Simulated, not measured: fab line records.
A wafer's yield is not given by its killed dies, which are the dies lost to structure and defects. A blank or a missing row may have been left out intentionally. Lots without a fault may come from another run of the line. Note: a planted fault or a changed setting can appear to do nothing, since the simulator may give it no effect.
3 desks, one fault    flow n5_finfet    only its own numbers are on each desk; what lay behind them is given at the end

== THE METROLOGY DESK ==
What the gauges read for every lot (on any tool): the sampled wafers with a number, averaged. Marked OUT: a lot whose mean sits more than 4 standard deviations from the usual mean, which makes it out of limits; the brackets give that distance.
Columns: A = cd_nm at N5_BEOL_M6_CD_MEAS_11, usual 38.5 nm; B = M6_OVL at N5_BEOL_M6_OVL_MEAS_12, usual 0.0 nm
lot   first seen here  A     B
L391  day 8 19:28      38.9  0.3
L398  day 11 02:11     38.5  -0.2
L401  day 12 14:48     38.5  -0.4
L408  day 13 12:13     38.4  -0.8
L409  day 13 19:28     38.2  0.6
L412  day 14 23:24     38.8  1.2
L413  day 15 07:21     38.7  -1.2
This desk's finding: nothing out of limits on any of the 7 lots.

== TOOL OWNER'S DESK, rie_metal-03 ==
The tool's own readings at N5_BEOL_M6_HM_OPEN_17 (chemistry Cl2/BCl3, target TiN, target depth 20 nm, overetch 6 nm): means of the sampled wafers that have a number, for each lot that ran on this tool. Marked OUT: a lot whose mean sits more than 4 standard deviations from the usual mean, which makes it out of limits; the brackets give that distance.
Columns: A = drypump_motor_current_A at N5_BEOL_M6_HM_OPEN_17, usual 5.7 A; B = he_backside_leak_sccm at N5_BEOL_M6_HM_OPEN_17, usual 3.29 sccm; C = oes_product_au at N5_BEOL_M6_HM_OPEN_17, usual 0.67 a.u.; D = rf_fwd_power_W at N5_BEOL_M6_HM_OPEN_17, usual 993 W; E = throttle_valve_pct at N5_BEOL_M6_HM_OPEN_17, usual 22.14 %
lot   first seen here  A    B     C     D    E
L398  day 11 02:34     6.0  3.40  0.69  995  22.09
L401  day 12 15:10     6.0  3.47  0.68  992  22.10
L408  day 13 12:43     5.4  3.19  0.76  995  21.70
L409  day 13 19:50     6.3  3.60  0.64  996  22.28
L412  day 14 23:46     6.3  3.58  0.62  992  22.30
This desk's finding: nothing out of limits on any of the 5 lots.

== THE DEFECT DESK ==
Counts from the inspections along the route, per lot, as means over the sampled wafers that have a number. Marked OUT: a lot whose mean sits more than 4 standard deviations from the usual mean, which makes it out of limits; the brackets give that distance.
Columns: A = raw_defect_count at N5_BEOL_M6_INSPECT_13, usual 394
lot   first seen here  A
L391  day 8 19:31      401
L398  day 11 02:14     392
L401  day 12 14:51     415
L408  day 13 12:16     442
L409  day 13 19:31     504
L412  day 14 23:27     286
L413  day 15 07:24     388
This desk's finding: nothing out of limits on any of the 7 lots.

== BROUGHT TOGETHER ==
Metrology desk: nothing out of limits seen.
The desk of the tool owner found nothing out of limits.
No out-of-limits result turned up at the defect desk.

== WHAT HAD BEEN PUT IN BY THE SIMULATOR ==
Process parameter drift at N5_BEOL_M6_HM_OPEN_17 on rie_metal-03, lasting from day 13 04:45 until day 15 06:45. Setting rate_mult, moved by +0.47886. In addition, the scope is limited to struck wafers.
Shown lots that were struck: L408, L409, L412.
